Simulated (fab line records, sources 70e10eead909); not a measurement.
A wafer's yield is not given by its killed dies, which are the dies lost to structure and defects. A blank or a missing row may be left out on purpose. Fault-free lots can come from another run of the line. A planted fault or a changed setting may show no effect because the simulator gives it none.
A lot that was struck, set against a sound lot ; flow nand harc ; 19 steps out of a route of 1302
Sound: these wafers, L626.1, L626.3, L626.5. Struck: wafer L644.5 (L644.1, L644.2, from the same lot, were not struck and are left out); the cause is given at the end.
For every step that has rows: the tool of each side, followed by ch and its chambers, followed by its first start. Under that, the readings that differ: sound wafers ; struck wafers ; difference of the means ; sigmas: that difference in standard deviations of wafers without a fault.
alike: same words and numbers on both sides, and readings whose means sit less than 2 such deviations apart. not compared: any withheld reading, any reading some wafer has no value for, any bound like >300 that may hide the same value, and any number with overlapping values for which the record gives no deviation.
Wherever a step has rows on one side only, a row that says differs or no value, or a row with sigmas, the two part there. Numbers that don't overlap but have no deviation are shown without sigmas and don't part them. A reading missing from all wafers of one side parts the sides only when that side holds two or more wafers.

first, 1 step without rows for these wafers: NHARC_A_CHANNEL_HOLE_D2_ETCH_21 (etches the open film in C4F8/O2/Ar, time 514.3 s, target depth 1600 nm).
NHARC_A_CHANNEL_HOLE_D2_ETCH_22: etches the open film in C4F8/O2/Ar, time 666.7 s, target depth 1600 nm.
  sound on har etch-02 ch 1, day 14 23:52; struck on har etch-02 ch 1, day 22 11:10
reading;sound;struck;difference;sigmas
showerhead plenum p Torr (Torr);3.56 3.56 3.56;3.90;+0.34;+3
  alike: c4f8 flow sccm, drypump motor current A, throttle valve pct
  not compared: rf hours counter h
then, 1 step without rows for these wafers: NHARC_A_CHANNEL_HOLE_D2_ETCH_23 (etches the open film in C4F8/O2/Ar, time 819 s, target depth 1600 nm).
NHARC_A_CHANNEL_HOLE_D2_ETCH_24: etches the open film in C4F8/O2/Ar, time 906.2 s, target depth 1500 nm.
  sound on har etch-02 ch 1, day 15 02:23; struck on har etch-02 ch 1, day 22 12:27
reading;sound;struck;difference;sigmas
showerhead plenum p Torr (Torr);3.55 3.55 3.55;3.89;+0.34;+3
  alike: c4f8 flow sccm, drypump motor current A, throttle valve pct
  not compared: rf hours counter h
then, 6 steps without rows for these wafers: NHARC_A_CHANNEL_HOLE_D2_ETCH_25 (etches the open film in C4F8/O2/Ar, time 1040.2 s, target depth 1500 nm); NHARC_A_CHANNEL_HOLE_D2_ETCH_26 (etches the open film in C4F8/O2/Ar, time 224.1 s, target depth 300 nm); NHARC_A_CHANNEL_HOLE_D2_ETCH_27 (etches the open film in C4F8/O2/Ar, time 90 s, target depth 400 nm); NHARC_A_CHANNEL_HOLE_D2_STRIP_41 (strips in N2/H2); NHARC_A_CHANNEL_HOLE_D2_STRIP_42 (strips in CF4/CHF3); NHARC_A_CHANNEL_HOLE_D2_STRIP_43 (strips in O2/COS).
NHARC_A_CHANNEL_HOLE_D2_ETCH_44: etches the open film in CF4/O2, target depth 140 nm, overetch 14 nm, time 77 s.
  sound on rie diel-12 ch 0,1, day 15 07:05; struck on rie diel-12 ch 2, day 22 15:01
  alike: bias w, drypump motor current A, oes_ar_750_au, oes_f_703_au, oes_o_777_au, oes product au, rf vpp V, showerhead plenum p Torr, throttle valve pct
  not compared: rf hours counter h
NHARC_A_CHANNEL_HOLE_D2_STRIP_28: strips in O2.
  sound on rie diel-12 ch 0,1; struck on rie diel-12 ch 2
  alike: drypump motor current A, oes product au, rf vpp V, showerhead plenum p Torr, throttle valve pct
  not compared: rf hours counter h
NHARC_A_CHANNEL_HOLE_D2_PRECLEAN_29: cleans in SC1.
  sound on wet bench-01 ch 0,1,3, day 15 07:52; struck on wet bench-01 ch 0,1,4, day 22 15:40
next, for these wafers, 1 step has no rows: NHARC_A_CHANNEL_HOLE_D2_SRD_30.
NHARC_A_CHANNEL_HOLE_D2_CD_MEAS_31:
  sound: cd sem-03 at day 15 08:00; struck: cd sem-01 at day 22 15:49
  alike: cd nm
NHARC_A_CHANNEL_HOLE_D2_XSEM_32:
  sound on xsem-02 ch 0, day 15 08:05; struck on xsem-02 ch 0, day 22 15:55
reading;sound;struck;difference;sigmas
bot cd nm (nm);75.3 76.2 77.0;73.4;-2.8;-3
  alike: bow nm, tilt deg
NHARC_A_CHANNEL_HOLE_D2_INSPECT_40:
  sound: defect inspect-02 at day 15 08:11; struck: defect inspect-01 at day 22 16:01
reading;sound;struck;difference;sigmas
raw defect count;269 201 252;482;+241;+3
then, 1 step without rows for these wafers: NHARC_A_CHANNEL_FILL_D2_PRECLEAN_00 (cleans in SC1).
-- jump in the record: it breaks off in module A_CHANNEL_FILL_D2 and resumes in module END (first step shown: number 1302 of the route), and 11 days separate the struck wafers' starts before and after --
NHARC_END_SORT_01:
  sound on prober-02 ch 0, day 26 03:29; struck on prober-01 ch 0, day 33 11:05
  alike: killed at array, killed at other, killed at periphery, killed dies, killed open, killed short

== WHERE THEY PART ==
Last at NHARC_A_CHANNEL_HOLE_D2_INSPECT_40 as far as this record goes, first at NHARC_A_CHANNEL_HOLE_D2_ETCH_22. Later steps at which nothing parts them and some readings are alike: NHARC_END_SORT_01.

WHY: what had been put in by the simulator
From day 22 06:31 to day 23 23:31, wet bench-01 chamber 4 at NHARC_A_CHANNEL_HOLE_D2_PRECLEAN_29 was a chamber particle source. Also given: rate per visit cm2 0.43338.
